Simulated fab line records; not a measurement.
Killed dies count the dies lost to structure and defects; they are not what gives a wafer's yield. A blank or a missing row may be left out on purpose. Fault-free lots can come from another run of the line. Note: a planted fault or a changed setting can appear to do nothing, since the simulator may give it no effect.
fab line records	flow n5-finfet
record: lots: 24	wafers: 72	last-day: 18
route steps=1938 shown BEOL_M1@794
lots that met no fault: from a run of the same line without faults
start-h: the number of hours between the record's first day and the start of the first shown wafer of the lot	wait-h: hours since the lot's step before	" same as the row above	L1.1+2: a single row standing in for several wafers	- either no value or no given start	* or withheld: withheld	< > ~ a bound
route shown NAME@n: names a module that has steps shown in the file, with the first one's number in the route	usual: the fault-free wafers' mean and standard deviation	same: alike in all rows	chamber/n: place in a boat	sites: each site's reading	_std_site: the values' standard deviation	_edge_site: inner sites' mean taken away from outer sites' mean	radius-mm: how far each site lies from the wafer's centre	mask NAME#n: copy n	behind: the tool/chamber that last shaped the wafer	hold: why the lot was held/for how many hours/how that ended	device: the n, p or np transistor that did not switch	end of line: the same wafers' tests at the end of the route	a step with no rows: only its recipe	killed: the dies lost at the first sort to structure and to defects; this is not the yield of the wafer	map: per-die view of a wafer (x killed, . not killed, _ where there is no die)
set.NAME: the setting that was run; set.NAME@STEP: the one run at that earlier step	model.NAME: the simulator's own value behind a step, which no gauge read
a sample of lots followed through the steps of the route, with each step as a table and each wafer as a row
services: a tool's chamber out of use, with start hour (start-h, from the record's first day; less than 0 if before it), hours out, and reason
== steps ==
step: N5_BEOL_M1_ETCH_70
recipe: chemistry: N2/H2	target: SOC	target-depth-a: 800	overetch-a: 160	mask-material: SiARC	temp-c: 40	time-s: 120	ion-energy-ev: 200	pressure-mtorr: 30	source-w: 840	bias-w: 150	n2-flow-sccm: 200	h2-flow-sccm: 200
usual: drypump-motor-current-A: 5.9/0.31	oes-product-au: 0.60/0.067	rf-vpp-V: 524.6/1.6	showerhead-plenum-p-Torr: 2.57/0.05	throttle-valve-pct: 17.82/0.23
lot.wafer	tool	chamber	start-h	wait-h	drypump-motor-current-A	oes-product-au	rf-hours-counter-h	rf-vpp-V	showerhead-plenum-p-Torr	throttle-valve-pct
L074.2	rie-diel-05	0	128.64	0.0	6.1	0.69	28	525.4	2.60	17.87
L074.3	"	1	"	"	5.9	0.70	24	525.1	2.59	17.33
L074.4	"	2	"	"	5.5	0.64	49	525.0	2.59	17.68
L075.1	rie-diel-01	3	128.67	0.0	5.8	0.62	101	521.6	2.46	18.04
L075.2	"	1	"	"	5.9	0.54	214	524.2	2.52	17.77
L075.3	"	0	"	"	6.3	0.52	233	526.2	2.61	17.66
L076.1	rie-diel-01	1	132.46	0.0	5.9	0.54	215	523.5	2.52	17.77
L076.2	"	3	"	"	5.8	0.61	102	522.7	2.46	18.06
L076.5	"	0	"	"	6.4	0.53	-	526.9	2.61	17.66
L077.3	rie-diel-05	2	149.05	0.0	5.5	0.64	54	524.5	2.59	17.69
L077.4	"	1	"	"	5.9	0.68	30	525.7	2.58	17.34
L077.6	"	2	"	"	5.5	0.63	-	524.2	2.59	17.71
L078.4	rie-diel-01	3	158.69	0.0	5.8	0.61	109	522.2	2.46	18.06
L078.5	"	1	"	"	5.9	0.53	-	523.8	2.51	17.81
L078.6	"	0	"	"	6.3	0.53	-	526.1	2.61	17.68
L079.2	rie-diel-05	1	159.24	0.0	5.9	0.68	33	525.0	2.58	17.37
L079.3	"	2	"	"	5.5	0.64	57	525.1	2.59	17.71
L079.6	"	2	"	"	5.5	0.63	-	524.7	2.59	17.69
L080.1	rie-diel-02	3	163.90	0.0	5.7	0.57	144	522.8	2.55	17.61
L080.3	"	2	"	"	6.3	0.76	0	524.8	2.60	17.68
L080.4	"	1	"	"	6.4	0.56	168	524.7	2.54	18.14
L081.1	rie-diel-01	3	166.35	0.0	5.8	0.61	112	519.7	2.46	18.07
L081.2	"	2	"	"	5.5	0.53	207	526.4	2.63	18.14
L081.6	"	3	"	"	5.8	0.62	-	521.5	2.46	18.06
L082.2	rie-diel-05	3	174.71	0.0	6.0	0.55	219	525.4	2.63	17.87
L082.4	"	2	"	"	5.5	0.63	62	524.6	2.59	17.72
L082.5	"	2	"	"	5.5	0.63	-	524.1	2.58	17.70
L084.1	rie-diel-05	2	181.88	0.0	5.5	0.63	63	524.0	2.58	17.71
L084.5	"	0	"	"	6.1	0.67	-	524.8	2.59	17.90
L084.6	"	1	"	"	5.9	0.67	-	525.8	2.58	17.36
L083.3	rie-diel-02	2	182.02	0.0	6.3	0.73	7	525.1	2.60	17.69
L083.4	"	0	"	"	5.4	0.61	80	524.2	2.58	17.78
L083.5	"	3	"	"	5.7	0.57	-	524.2	2.54	17.62
L085.2	rie-diel-02	1	194.30	0.0	6.4	0.56	178	524.3	2.53	18.18
L085.4	"	0	"	"	5.5	0.61	-	524.5	2.58	17.79
L085.5	"	1	"	"	6.4	0.56	-	522.5	2.53	18.16
L086.2	rie-diel-02	0	201.47	0.0	5.4	0.61	87	524.7	2.57	17.80
L086.3	"	1	"	"	6.3	0.55	182	522.5	2.53	18.15
L086.6	"	0	"	"	5.4	0.61	-	524.1	2.57	17.80
L087.2	rie-diel-01	3	204.74	0.0	5.8	0.61	120	522.9	2.45	18.09
L087.3	"	1	"	"	5.9	0.53	239	521.8	2.51	17.82
L087.5	"	3	"	"	5.8	0.61	-	522.9	2.45	18.08
L088.1	rie-diel-05	0	211.13	0.0	6.1	0.66	51	525.0	2.59	17.92
L088.4	"	0	"	"	6.1	0.65	-	525.1	2.59	17.91
L088.5	"	2	"	"	5.5	0.62	-	524.2	2.58	17.75
L089.2	rie-diel-01	2	213.04	0.0	5.5	0.53	224	525.9	2.62	18.18
L089.3	"	3	"	"	5.8	0.60	124	521.6	2.45	18.10
L089.6	"	3	"	"	5.8	0.60	-	520.2	2.45	18.08
L090.2	rie-diel-05	0	217.59	0.0	6.1	0.66	53	525.5	2.58	17.92
L090.3	"	2	"	"	5.5	0.62	74	525.1	2.58	17.74
L090.5	"	0	"	"	6.1	0.66	-	525.6	2.58	17.91
L091.1	rie-diel-05	3	224.47	0.0	6.0	0.53	235	525.3	2.62	17.91
L091.4	"	2	"	"	5.5	0.61	76	525.7	2.58	17.74
L091.5	"	3	"	"	6.0	0.53	-	525.7	2.62	17.91
L092.1	rie-diel-02	0	230.97	0.0	5.4	0.60	96	524.4	2.57	17.82
L092.2	"	2	"	"	6.3	0.69	23	525.5	2.59	17.71
L092.3	"	1	"	"	6.4	0.54	190	523.8	2.53	18.19
L093.3	rie-diel-02	0	237.16	0.0	5.5	0.60	98	524.9	2.57	17.82
L093.5	"	1	"	"	6.4	0.55	-	523.0	2.53	18.19
L093.6	"	2	"	"	6.3	0.70	-	524.5	2.59	17.72
L094.1	rie-diel-05	3	240.93	0.0	6.0	0.53	240	526.6	2.62	17.92
L094.4	"	1	"	"	5.9	0.65	54	522.7	2.57	17.39
L094.5	"	2	"	"	5.5	0.61	-	524.3	2.58	17.76
L095.2	rie-diel-01	1	253.67	0.0	5.9	0.75	0	523.4	2.50	17.45
L095.4	"	2	"	"	5.5	0.51	239	526.3	2.61	18.19
L095.6	"	1	"	"	5.9	0.75	-	522.6	2.50	17.44
L096.1	rie-diel-05	2	257.61	0.0	5.5	0.61	85	523.9	2.57	17.77
L096.2	"	1	"	"	5.9	0.65	59	526.6	2.57	17.40
L096.4	"	3	"	"	6.0	0.53	243	524.9	2.62	17.90
L097.2	rie-diel-01	2	265.73	0.0	5.5	0.51	243	525.2	2.61	18.21
L097.4	"	1	"	"	5.9	0.73	4	522.6	2.50	17.46
L097.5	"	2	"	"	5.5	0.51	-	524.4	2.61	18.21
step: N5_BEOL_M1_STRIP_97
recipe: chemistry: N2/H2	time-s: 10	power-w: 450	temp-c: 40	pressure-mtorr: 20	rf-frequency-hz: 6e+07	bias-power-w: 7	n2-flow-sccm: 200	h2-flow-sccm: 200
usual: drypump-motor-current-A: 5.9/0.31	oes-product-au: 0.79/0.093	rf-vpp-V: 59.2/0.85	showerhead-plenum-p-Torr: 2.57/0.05	throttle-valve-pct: 23.65/0.28
lot.wafer	tool	chamber	start-h	wait-h	drypump-motor-current-A	oes-product-au	rf-hours-counter-h	rf-vpp-V	showerhead-plenum-p-Torr	throttle-valve-pct
L074.2	rie-diel-05	0	-	-	6.1	0.90	28	59.1	2.59	23.78
L074.3	"	1	"	"	5.9	0.90	24	58.2	2.58	23.08
L074.4	"	2	"	"	5.5	0.84	49	58.9	2.59	23.57
L075.1	rie-diel-01	3	-	-	5.8	0.81	101	58.0	2.46	23.95
L075.2	"	1	"	"	5.9	0.69	214	59.1	2.51	23.41
L075.3	"	0	"	"	6.3	0.68	233	59.7	2.61	23.40
L076.1	rie-diel-01	1	-	-	5.9	0.70	215	58.2	2.51	23.42
L076.2	"	3	"	"	5.8	0.81	102	59.0	2.46	23.94
L076.5	"	0	"	"	6.3	0.67	-	60.3	2.60	23.40
L077.3	rie-diel-05	2	-	-	5.5	0.83	55	59.4	2.58	23.57
L077.4	"	1	"	"	5.9	0.90	30	60.2	2.58	23.08
L077.6	"	2	"	"	5.5	0.84	-	59.5	2.58	23.56
L078.4	rie-diel-01	3	-	-	5.8	0.81	109	59.2	2.46	23.95
L078.5	"	1	"	"	5.9	0.70	-	60.1	2.51	23.44
L078.6	"	0	"	"	6.3	0.67	-	59.3	2.60	23.41
L079.2	rie-diel-05	1	-	-	5.9	0.89	33	60.0	2.58	23.10
L079.3	"	2	"	"	5.5	0.83	57	57.7	2.58	23.58
L079.6	"	2	"	"	5.5	0.83	-	59.8	2.58	23.59
L080.1	rie-diel-02	3	-	-	5.7	0.75	144	59.5	2.54	23.44
L080.3	"	2	"	"	6.3	1.01	0	59.8	2.60	23.46
L080.4	"	1	"	"	6.4	0.74	168	59.1	2.53	24.11
L081.1	rie-diel-01	3	-	-	5.8	0.79	112	59.3	2.45	23.97
L081.2	"	2	"	"	5.5	0.69	207	60.1	2.62	23.98
L081.6	"	3	"	"	5.8	0.80	-	58.7	2.45	23.96
L082.2	rie-diel-05	3	-	-	6.0	0.70	219	60.5	2.63	23.70
L082.4	"	2	"	"	5.5	0.83	62	58.2	2.58	23.60
L082.5	"	2	"	"	5.5	0.83	-	59.5	2.58	23.59
L084.1	rie-diel-05	2	-	-	5.5	0.81	63	59.4	2.58	23.60
L084.5	"	0	"	"	6.1	0.87	-	58.7	2.59	23.78
L084.6	"	1	"	"	5.9	0.87	-	61.3	2.58	23.09
L083.3	rie-diel-02	2	-	-	6.3	0.96	7	59.2	2.59	23.47
L083.4	"	0	"	"	5.4	0.80	80	59.5	2.57	23.64
L083.5	"	3	"	"	5.7	0.74	-	57.9	2.54	23.46
L085.2	rie-diel-02	1	-	-	6.4	0.74	179	60.1	2.53	24.12
L085.4	"	0	"	"	5.4	0.81	-	58.1	2.57	23.66
L085.5	"	1	"	"	6.3	0.74	-	59.5	2.53	24.13
L086.2	rie-diel-02	0	-	-	5.4	0.80	87	60.3	2.57	23.66
L086.3	"	1	"	"	6.4	0.73	182	59.0	2.53	24.14
L086.6	"	0	"	"	5.5	0.79	-	60.2	2.57	23.66
L087.2	rie-diel-01	3	-	-	5.8	0.79	121	56.6	2.45	23.97
L087.3	"	1	"	"	6.0	0.68	239	58.7	2.50	23.44
L087.5	"	3	"	"	5.8	0.78	-	58.7	2.45	23.97
L088.1	rie-diel-05	0	-	-	6.1	0.86	51	59.8	2.58	23.81
L088.4	"	0	"	"	6.1	0.86	-	60.4	2.58	23.80
L088.5	"	2	"	"	5.5	0.81	-	59.6	2.58	23.60
L089.2	rie-diel-01	2	-	-	5.5	0.68	224	58.8	2.62	24.03
L089.3	"	3	"	"	5.8	0.78	124	60.1	2.45	23.98
L089.6	"	3	"	"	5.8	0.78	-	59.0	2.45	23.99
L090.2	rie-diel-05	0	-	-	6.1	0.85	53	58.4	2.58	23.79
L090.3	"	2	"	"	5.5	0.80	74	58.7	2.58	23.62
L090.5	"	0	"	"	6.0	0.85	-	60.3	2.58	23.82
L091.1	rie-diel-05	3	-	-	6.0	0.69	235	60.0	2.62	23.69
L091.4	"	2	"	"	5.5	0.80	76	59.0	2.57	23.61
L091.5	"	3	"	"	6.0	0.68	-	58.3	2.62	23.69
L092.1	rie-diel-02	0	-	-	5.5	0.79	96	59.3	2.57	23.68
L092.2	"	2	"	"	6.3	0.92	23	60.8	2.59	23.48
L092.3	"	1	"	"	6.3	0.73	190	60.8	2.52	24.14
L093.3	rie-diel-02	0	-	-	5.4	0.79	98	58.5	2.57	23.67
L093.5	"	1	"	"	6.4	0.73	-	60.6	2.52	24.16
L093.6	"	2	"	"	6.3	0.93	-	59.0	2.58	23.49
L094.1	rie-diel-05	3	-	-	6.1	0.70	240	57.8	2.62	23.71
L094.4	"	1	"	"	5.9	0.86	54	59.0	2.57	23.12
L094.5	"	2	"	"	5.5	0.80	-	59.3	2.57	23.62
L095.2	rie-diel-01	1	-	-	6.0	1.00	0	60.2	2.50	23.24
L095.4	"	2	"	"	5.5	0.66	239	59.8	2.61	24.04
L095.6	"	1	"	"	5.9	1.00	-	59.4	2.50	23.25
L096.1	rie-diel-05	2	-	-	5.5	0.80	85	59.0	2.57	23.61
L096.2	"	1	"	"	5.9	0.86	59	58.4	2.57	23.12
L096.4	"	3	"	"	6.0	0.68	243	59.3	2.62	23.72
L097.2	rie-diel-01	2	-	-	5.5	0.66	243	60.5	2.61	24.05
L097.4	"	1	"	"	5.9	0.97	4	60.1	2.50	23.27
L097.5	"	2	"	"	5.5	0.66	-	59.8	2.61	24.05
step: N5_BEOL_M1_DEGAS_44
recipe: ambient: vacuum	temp-c: 250	time-s: 60
usual: heater-power-w: 339/39
lot.wafer	tool	chamber	start-h	wait-h	heater-power-w
L074.2	pvd-sputter-03	-	129.35	0.2	320
L074.3	"	-	"	"	280
L074.4	"	-	"	"	337
L075.1	pvd-sputter-02	-	129.37	0.2	319
L075.2	"	-	"	"	399
L075.3	"	-	"	"	392
L076.1	pvd-sputter-01	-	133.03	0.1	332
L076.2	"	-	"	"	338
L076.5	"	-	"	"	348
L077.3	pvd-sputter-01	-	149.94	0.4	272
L077.4	"	-	"	"	340
L077.6	"	-	"	"	323
L078.4	pvd-sputter-01	-	159.63	0.4	331
L078.5	"	-	"	"	315
L078.6	"	-	"	"	275
L079.2	pvd-sputter-02	-	160.09	0.3	396
L079.3	"	-	"	"	402
L079.6	"	-	"	"	391
L080.1	pvd-sputter-03	-	164.53	0.1	281
L080.3	"	-	"	"	308
L080.4	"	-	"	"	309
L081.1	pvd-sputter-01	-	167.12	0.3	345
L081.2	"	-	"	"	344
L081.6	"	-	"	"	323
L082.2	pvd-sputter-01	-	175.50	0.3	277
L082.4	"	-	"	"	316
L082.5	"	-	"	"	317
L084.1	pvd-sputter-03	-	182.44	0.0	333
L084.5	"	-	"	"	279
L084.6	"	-	"	"	322
L083.3	pvd-sputter-02	-	182.57	0.0	319
L083.4	"	-	"	"	411
L083.5	"	-	"	"	391
L085.2	pvd-sputter-02	-	195.12	0.3	352
L085.4	"	-	"	"	396
L085.5	"	-	"	"	390
L086.2	pvd-sputter-01	-	202.49	0.5	320
L086.3	"	-	"	"	350
L086.6	"	-	"	"	316
L087.2	pvd-sputter-02	-	205.76	0.5	355
L087.3	"	-	"	"	410
L087.5	"	-	"	"	351
L088.1	pvd-sputter-02	-	212.14	0.5	318
L088.4	"	-	"	"	407
L088.5	"	-	"	"	314
L089.2	pvd-sputter-01	-	214.97	1.3	342
L089.3	"	-	"	"	338
L089.6	"	-	"	"	318
L090.2	pvd-sputter-03	-	218.30	0.1	280
L090.3	"	-	"	"	337
L090.5	"	-	"	"	313
L091.1	pvd-sputter-02	-	225.13	0.1	323
L091.4	"	-	"	"	361
L091.5	"	-	"	"	404
L092.1	pvd-sputter-03	-	231.68	0.2	279
L092.2	"	-	"	"	319
L092.3	"	-	"	"	355
L093.3	pvd-sputter-02	-	238.38	0.7	322
L093.5	"	-	"	"	317
L093.6	"	-	"	"	401
L094.1	pvd-sputter-02	-	241.94	0.5	352
L094.4	"	-	"	"	394
L094.5	"	-	"	"	351
L095.2	pvd-sputter-03	-	254.45	0.3	309
L095.4	"	-	"	"	343
L095.6	"	-	"	"	279
L096.1	pvd-sputter-02	-	258.68	0.6	338
L096.2	"	-	"	"	392
L096.4	"	-	"	"	324
L097.2	pvd-sputter-03	-	266.35	0.1	349
L097.4	"	-	"	"	326
L097.5	"	-	"	"	320
step: N5_BEOL_M1_ANNEAL_49
recipe: temp-c: 400	time-s: 240	ambient: vacuum
usual: heater-power-w: 849/96
lot.wafer	tool	chamber	start-h	wait-h	heater-power-w
L074.2	pvd-sputter-03	-	130.18	0.0	783
L074.3	"	-	"	"	800
L074.4	"	-	"	"	863
L075.1	pvd-sputter-02	-	130.32	0.0	991
L075.2	"	-	"	"	803
L075.3	"	-	"	"	973
L076.1	pvd-sputter-01	-	135.07	0.0	794
L076.2	"	-	"	"	673
L076.5	"	-	"	"	812
L077.3	pvd-sputter-01	-	150.98	0.0	802
L077.4	"	-	"	"	860
L077.6	"	-	"	"	803
L078.4	pvd-sputter-02	-	160.29	0.0	890
L078.5	"	-	"	"	893
L078.6	"	-	"	"	1016
L079.2	pvd-sputter-01	-	162.44	0.0	677
L079.3	"	-	"	"	800
L079.6	"	-	"	"	717
L080.1	pvd-sputter-01	-	165.16	0.0	706
L080.3	"	-	"	"	878
L080.4	"	-	"	"	861
L081.1	pvd-sputter-02	-	169.49	0.0	1036
L081.2	"	-	"	"	997
L081.6	"	-	"	"	1016
L082.2	pvd-sputter-01	-	177.88	0.0	871
L082.4	"	-	"	"	717
L082.5	"	-	"	"	866
L084.1	pvd-sputter-01	-	183.34	0.0	692
L084.5	"	-	"	"	862
L084.6	"	-	"	"	797
L083.3	pvd-sputter-02	-	184.68	0.0	1030
L083.4	"	-	"	"	989
L083.5	"	-	"	"	788
L085.2	pvd-sputter-02	-	196.06	0.0	936
L085.4	"	-	"	"	804
L085.5	"	-	"	"	798
L086.2	pvd-sputter-02	-	203.36	0.0	999
L086.3	"	-	"	"	777
L086.6	"	-	"	"	1004
L087.2	pvd-sputter-03	-	206.49	0.0	799
L087.3	"	-	"	"	766
L087.5	"	-	"	"	711
L088.1	pvd-sputter-02	-	213.36	0.0	994
L088.4	"	-	"	"	890
L088.5	"	-	"	"	1017
L089.2	pvd-sputter-03	-	215.76	0.0	860
L089.3	"	-	"	"	819
L089.6	"	-	"	"	767
L090.2	pvd-sputter-02	-	219.23	0.0	952
L090.3	"	-	"	"	1009
L090.5	"	-	"	"	869
L091.1	pvd-sputter-01	-	225.97	0.0	807
L091.4	"	-	"	"	864
L091.5	"	-	"	"	860
L092.1	pvd-sputter-01	-	232.46	0.0	855
L092.2	"	-	"	"	681
L092.3	"	-	"	"	849
L093.3	pvd-sputter-01	-	239.24	0.0	817
L093.5	"	-	"	"	850
L093.6	"	-	"	"	869
L094.1	pvd-sputter-01	-	244.36	0.0	865
L094.4	"	-	"	"	692
L094.5	"	-	"	"	860
L095.2	pvd-sputter-02	-	255.22	0.0	803
L095.4	"	-	"	"	864
L095.6	"	-	"	"	866
L096.1	pvd-sputter-02	-	259.44	0.0	986
L096.2	"	-	"	"	803
L096.4	"	-	"	"	1002
L097.2	pvd-sputter-03	-	267.50	0.0	706
L097.4	"	-	"	"	768
L097.5	"	-	"	"	710
step: N5_BEOL_M1_ANNEAL_95
recipe: temp-c: 400	time-s: 240	ambient: vacuum
usual: heater-power-w: 847/95
lot.wafer	tool	chamber	start-h	wait-h	heater-power-w
L074.2	pvd-sputter-03	-	131.72	0.0	781
L074.3	"	-	"	"	801
L074.4	"	-	"	"	838
L075.1	pvd-sputter-02	-	131.86	0.0	994
L075.2	"	-	"	"	783
L075.3	"	-	"	"	984
L076.1	pvd-sputter-01	-	136.61	0.0	806
L076.2	"	-	"	"	690
L076.5	"	-	"	"	823
L077.3	pvd-sputter-01	-	152.52	0.0	801
L077.4	"	-	"	"	858
L077.6	"	-	"	"	786
L078.4	pvd-sputter-02	-	161.83	0.0	868
L078.5	"	-	"	"	871
L078.6	"	-	"	"	999
L079.2	pvd-sputter-01	-	163.98	0.0	701
L079.3	"	-	"	"	808
L079.6	"	-	"	"	694
L080.1	pvd-sputter-01	-	166.70	0.0	692
L080.3	"	-	"	"	875
L080.4	"	-	"	"	849
L081.1	pvd-sputter-02	-	171.03	0.0	992
L081.2	"	-	"	"	1017
L081.6	"	-	"	"	997
L082.2	pvd-sputter-01	-	179.42	0.0	841
L082.4	"	-	"	"	696
L082.5	"	-	"	"	862
L084.1	pvd-sputter-01	-	184.88	0.0	699
L084.5	"	-	"	"	834
L084.6	"	-	"	"	798
L083.3	pvd-sputter-02	-	186.22	0.0	1022
L083.4	"	-	"	"	960
L083.5	"	-	"	"	799
L085.2	pvd-sputter-02	-	197.60	0.0	972
L085.4	"	-	"	"	836
L085.5	"	-	"	"	807
L086.2	pvd-sputter-02	-	204.90	0.0	1036
L086.3	"	-	"	"	791
L086.6	"	-	"	"	1008
L087.2	pvd-sputter-03	-	208.03	0.0	799
L087.3	"	-	"	"	779
L087.5	"	-	"	"	713
L088.1	pvd-sputter-02	-	214.90	0.0	970
L088.4	"	-	"	"	878
L088.5	"	-	"	"	1040
L089.2	pvd-sputter-03	-	217.30	0.0	866
L089.3	"	-	"	"	793
L089.6	"	-	"	"	776
L090.2	pvd-sputter-02	-	220.77	0.0	974
L090.3	"	-	"	"	1015
L090.5	"	-	"	"	856
L091.1	pvd-sputter-01	-	227.51	0.0	795
L091.4	"	-	"	"	874
L091.5	"	-	"	"	862
L092.1	pvd-sputter-01	-	234.00	0.0	872
L092.2	"	-	"	"	690
L092.3	"	-	"	"	854
L093.3	pvd-sputter-01	-	240.78	0.0	789
L093.5	"	-	"	"	881
L093.6	"	-	"	"	856
L094.1	pvd-sputter-01	-	245.90	0.0	863
L094.4	"	-	"	"	673
L094.5	"	-	"	"	860
L095.2	pvd-sputter-02	-	256.76	0.0	792
L095.4	"	-	"	"	873
L095.6	"	-	"	"	885
L096.1	pvd-sputter-02	-	260.98	0.0	966
L096.2	"	-	"	"	771
L096.4	"	-	"	"	1009
L097.2	pvd-sputter-03	-	269.04	0.0	688
L097.4	"	-	"	"	755
L097.5	"	-	"	"	699
step: N5_BEOL_M1_DEP_57
recipe: material: SiCN	target-thk-a: 80	temp-c: withheld	precursor: 3MS/NH3	pressure-torr: 3	rf-w: 202	time-s: 14
usual: showerhead-plenum-p-Torr: 3.655/0.011	throttle-valve-pct: 9.0/0.66
lot.wafer	tool	chamber	start-h	wait-h	showerhead-plenum-p-Torr	throttle-valve-pct
L074.2	pecvd-03	2	132.89	0.0	3.649	8.6
L074.3	"	1	"	"	3.655	9.8
L074.4	"	2	"	"	3.642	8.6
L075.1	pecvd-01	1	133.18	0.0	3.655	8.9
L075.2	"	2	"	"	3.676	8.0
L075.3	"	0	"	"	3.653	9.7
L076.1	pecvd-01	0	137.75	0.0	3.652	9.9
L076.2	"	2	"	"	3.671	7.8
L076.5	"	2	"	"	3.676	8.0
L077.3	pecvd-04	2	153.64	0.0	3.656	8.9
L077.4	"	1	"	"	3.655	8.7
L077.6	"	0	"	"	3.676	8.8
L078.4	pecvd-01	0	162.97	0.0	3.652	9.8
L078.5	"	1	"	"	3.646	8.9
L078.6	"	2	"	"	3.675	8.4
L079.2	pecvd-01	0	165.17	0.0	3.651	9.6
L079.3	"	2	"	"	3.670	8.1
L079.6	"	1	"	"	3.642	8.9
L080.1	pecvd-01	0	168.09	0.0	3.644	9.6
L080.3	"	2	"	"	3.682	7.8
L080.4	"	1	"	"	3.638	8.7
L081.1	pecvd-01	1	172.40	0.0	3.638	8.9
L081.2	"	0	"	"	3.660	9.8
L081.6	"	2	"	"	3.669	8.3
L082.2	pecvd-01	1	180.54	0.0	3.642	8.8
L082.4	"	1	"	"	3.650	8.8
L082.5	"	0	"	"	3.658	9.7
L084.1	pecvd-04	1	186.31	0.0	3.653	8.7
L084.5	"	2	"	"	3.642	9.0
L084.6	"	1	"	"	3.654	8.7
L083.3	pecvd-03	0	187.34	0.0	3.657	10.1
L083.4	"	1	"	"	3.657	9.8
L083.5	"	0	"	"	3.653	9.9
L085.2	pecvd-04	2	198.86	0.0	3.646	8.9
L085.4	"	1	"	"	3.660	8.8
L085.5	"	2	"	"	3.642	8.9
L086.2	pecvd-01	2	206.12	0.0	3.664	8.4
L086.3	"	1	"	"	3.639	8.7
L086.6	"	0	"	"	3.651	9.7
L087.2	pecvd-01	0	209.16	0.0	3.655	9.5
L087.3	"	2	"	"	3.665	8.1
L087.5	"	0	"	"	3.644	9.7
L088.1	pecvd-01	1	216.02	0.0	3.649	8.8
L088.4	"	1	"	"	3.644	8.7
L088.5	"	0	"	"	3.648	9.5
L089.2	pecvd-04	2	218.42	0.0	3.655	9.0
L089.3	"	1	"	"	3.656	8.7
L089.6	"	2	"	"	3.650	8.6
L090.2	pecvd-01	1	221.89	0.0	3.640	8.8
L090.3	"	0	"	"	3.654	9.6
L090.5	"	1	"	"	3.644	8.8
L091.1	pecvd-03	1	228.78	0.0	3.653	9.6
L091.4	"	1	"	"	3.659	10.0
L091.5	"	0	"	"	3.653	10.0
L092.1	pecvd-04	0	235.13	0.0	3.675	9.6
L092.2	"	2	"	"	3.642	8.6
L092.3	"	2	"	"	3.641	9.0
L093.3	pecvd-04	2	241.90	0.0	3.635	8.8
L093.5	"	0	"	"	3.669	9.0
L093.6	"	2	"	"	3.642	8.8
L094.1	pecvd-03	2	247.24	0.0	3.635	7.9
L094.4	"	1	"	"	3.657	9.9
L094.5	"	0	"	"	3.658	9.9
L095.2	pecvd-03	2	257.90	0.0	3.644	8.0
L095.4	"	1	"	"	3.659	9.9
L095.6	"	0	"	"	3.649	9.9
L096.1	pecvd-01	0	262.10	0.0	3.649	9.5
L096.2	"	1	"	"	3.652	8.7
L096.4	"	2	"	"	3.671	8.0
L097.2	pecvd-03	1	270.16	0.0	3.658	9.8
L097.4	"	1	"	"	3.658	9.8
L097.5	"	2	"	"	3.646	7.9
== services ==
tool	chamber	start-h	hours	kind
pecvd-04	-	127.70	0.8	pm
pvd-sputter-03	-	134.61	4.0	repair
pecvd-01	1	135.26	5.5	scheduled-down
rie-diel-02	2	138.40	-	clean
rie-diel-02	2	138.40	-	consumable-replace:focus-ring
rie-diel-02	2	138.40	25.0	scheduled-down
rie-diel-02	2	138.40	25.0	vent-cycle
pecvd-01	0	146.31	2.1	scheduled-down
rie-diel-01	3	147.65	1.5	repair
rie-diel-02	3	191.01	10.1	repair
rie-diel-01	0	196.11	-	clean
rie-diel-01	0	196.11	-	consumable-replace:focus-ring
rie-diel-01	0	196.11	21.7	scheduled-down
rie-diel-01	0	196.11	21.7	vent-cycle
pecvd-04	-	200.20	0.3	repair
rie-diel-05	1	210.89	6.7	repair
rie-diel-01	1	233.89	-	clean
rie-diel-01	1	233.89	-	consumable-replace:focus-ring
rie-diel-01	1	233.89	18.3	scheduled-down
rie-diel-01	1	233.89	18.3	vent-cycle
pecvd-01	2	234.74	4.8	repair
pecvd-01	0	247.98	5.0	scheduled-down
pecvd-04	0	254.36	4.9	repair
pecvd-01	2	257.52	2.1	scheduled-down
== key ==
fault none
